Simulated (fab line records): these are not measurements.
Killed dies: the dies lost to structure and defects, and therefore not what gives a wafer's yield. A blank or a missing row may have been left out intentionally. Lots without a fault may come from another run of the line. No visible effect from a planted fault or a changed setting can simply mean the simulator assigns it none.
Split-lot trial | flow n5_finfet | on a route of 1938 steps: 7 lots, 21 wafers read

== THE SPLIT ITSELF ==
At N5_BEOL_M10_TRENCH_ETCH_37 (etches SiCOH lowk in C4F6/O2, target depth 148.83 nm, time 48 s), the setting bias_w was moved away from the recipe's 185 W on 12 of the 21 wafers read, by -15.0% to +16.7%. The other wafers ran this setting at the recipe's value.

== FROM THE SPLIT TO THE READING: what the file shows between them, 12 steps ==
- N5_BEOL_M10_ETCH_41: etches SiCN in CH3F/O2, target depth 42.6 nm, time 86 s
- N5_BEOL_M10_STRIP_77: strips in N2/H2, time 10 s
- N5_BEOL_M10_OCD_MEAS_38
- N5_BEOL_M10_ALD_74: deposits TaN, target thk 2 nm, pulse time 2 s, purge time 3 s (also split here: ald_cycles)
- N5_BEOL_M10_SURFACE_TREAT_76
- N5_BEOL_M10_CVD_75: deposits Co from CCTBA/H2, target thk 2 nm, time 138.9 s
- N5_BEOL_M10_ECD_50: material Cu, target thk 318 nm
- N5_BEOL_M10_ANNEAL_51: time 90 s
- N5_BEOL_M10_CMP_52: polishes, stops on SiCOH lowk, t overpolish 7 s, target thk 140 nm
- N5_BEOL_M10_THK_MEAS_53: measures by xrf
- N5_BEOL_M10_PRE_CLEAN_55: time 15 s
- N5_BEOL_M10_DEP_56: deposits SiCN from 3MS/NH3, target thk 15 nm, time 26.5 s

== THE READING ==
Measured at N5_BEOL_M10_RS_MEAS_57 by four-point probe: M10_RS, in ohm/sq. On this fab line, fault-free wafers typically give 0.1531 ohm/sq with a standard deviation of 0.0028 ohm/sq.

wafer  | tool, chamber at the split | bias_w as run, W | against the recipe | M10_RS, ohm/sq | against lot-mates on the recipe
L076.1 | rie_diel-03, 3             | 171.1            | -7.5%              | 0.1537         | +0.0037
L076.5 | rie_diel-03, 3             | 185              | recipe             | 0.1500         | -
L076.6 | rie_diel-03, 0             | 171.1            | -7.5%              | 0.1572         | +0.0072
L080.1 | rie_diel-05, 3             | 215.9            | +16.7%             | 0.1423         | -0.0141
L080.2 | rie_diel-05, 2             | 215.9            | +16.7%             | 0.1468         | -0.0096
L080.6 | rie_diel-05, 2             | 185              | recipe             | 0.1564         | -
L086.3 | rie_diel-03, 2             | 204.7            | +10.6%             | 0.1492         | -0.0083
L086.4 | rie_diel-03, 0             | 185              | recipe             | 0.1575         | -
L086.5 | rie_diel-03, 0             | 204.7            | +10.6%             | 0.1517         | -0.0058
L091.1 | rie_diel-06, 2             | 185              | recipe             | 0.1488         | -
L091.3 | rie_diel-06, 0             | 157.3            | -15.0%             | 0.1612         | +0.0124
L091.5 | rie_diel-06, 2             | 157.3            | -15.0%             | 0.1596         | +0.0108
L093.1 | rie_diel-06, 1             | 185              | recipe             | 0.1545         | -
L093.4 | rie_diel-06, 3             | 185              | recipe             | 0.1550         | -
L093.5 | rie_diel-06, 1             | 185              | recipe             | 0.1532         | -
L097.2 | rie_diel-03, 3             | 185              | recipe             | 0.1503         | -
L097.5 | rie_diel-03, 3             | 212.3            | +14.8%             | 0.1430         | -0.0073
L097.6 | rie_diel-03, 2             | 212.3            | +14.8%             | 0.1464         | -0.0039
L096.1 | rie_diel-05, 3             | 185              | recipe             | 0.1544         | -
L096.5 | rie_diel-05, 0             | 213.8            | +15.6%             | 0.1441         | -0.0103
L096.6 | rie_diel-05, 3             | 213.8            | +15.6%             | 0.1441         | -0.0103

FIT RESULTS
A straight line over all 21 wafers: M10_RS changes by -0.000495 ohm/sq for each +1% of bias_w; r = -0.90; the points scatter about the line by 0.0025 ohm/sq.
The same after taking each lot's own level away (the mean of its wafers on the recipe; 21 wafers): -0.000661 ohm/sq for each +1%; r = -0.97; scatter 0.0018 ohm/sq.
The reading moves by 0.011 ohm/sq for the largest change in bias_w, on that fit.
Measured against the standard deviation above, the lots' own levels, which go from 0.14880 to 0.15750 ohm/sq, span 3.1 times it.
Thus the slope moves with the lot-to-lot level: the two fits are different.
Check: for one of the wafers moved furthest among these (+16.7%), held out of the fit, the line's prediction against its lot-mates is -0.00996 ohm/sq. Against them it came out at -0.0141 ohm/sq.
Tool readings at the split's step, against how far the setting was moved: rf_vpp_V r = +1.00.

== THE OTHER SPLITS THESE WAFERS WENT THROUGH ==
Before the reading, these wafers also passed through other splits. Each is held against what the fit with the lots' levels taken away leaves over:
other split on the same wafers | wafers away from the commonest value | r with M10_RS (lot level and that fit taken away)
N5_BEOL_M10_ALD_74 ald_cycles  | 4                                    | -0.47

== THE WHOLE CHAIN: every reading that the file lists as answering this split, in the file's order ==
step                       | what it does                                                       | reading                                                                       | change (the file's fit)               | r (the file's)
N5_BEOL_M10_TRENCH_ETCH_37 | etches SiCOH lowk in C4F6/O2, target depth 148.83 nm, time 48 s    | rf_vpp_V                                                                      | +5.01 V for each +1% of the setting   | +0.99
N5_BEOL_M10_TRENCH_ETCH_37 | etches SiCOH lowk in C4F6/O2, target depth 148.83 nm, time 48 s    | etch.depth_nm (the simulator's own value, which no gauge read)                | +0.519 nm for each +1% of the setting | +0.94
N5_BEOL_M10_TRENCH_ETCH_37 | etches SiCOH lowk in C4F6/O2, target depth 148.83 nm, time 48 s    | BEOL_M10.feature_depth_nm (the simulator's own value, which no gauge read)    | +0.519 nm for each +1% of the setting | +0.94
N5_BEOL_M10_OCD_MEAS_38    |                                                                    | trench_depth_nm                                                               | +0.525 nm for each +1% of the setting | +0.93
N5_BEOL_M10_CMP_52         | polishes, stops on SiCOH lowk, t overpolish 7 s, target thk 140 nm | Cu_of_BEOL_M10_ECD_50.thk_nm (the simulator's own value, which no gauge read) | +0.544 nm for each +1% of the setting | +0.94
N5_BEOL_M10_THK_MEAS_53    | measures by xrf                                                    | M10_THK                                                                       | +0.542 for each +1% of the setting    | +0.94
N5_BEOL_M10_RS_MEAS_57     | measures by four-point-probe                                       | M10_RS                                                                        | -0.000645 for each +1% of the setting | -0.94

== FILE'S OWN FIT ==
M10_RS changes by -0.000645 ohm/sq for each +1% of bias_w, r = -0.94.
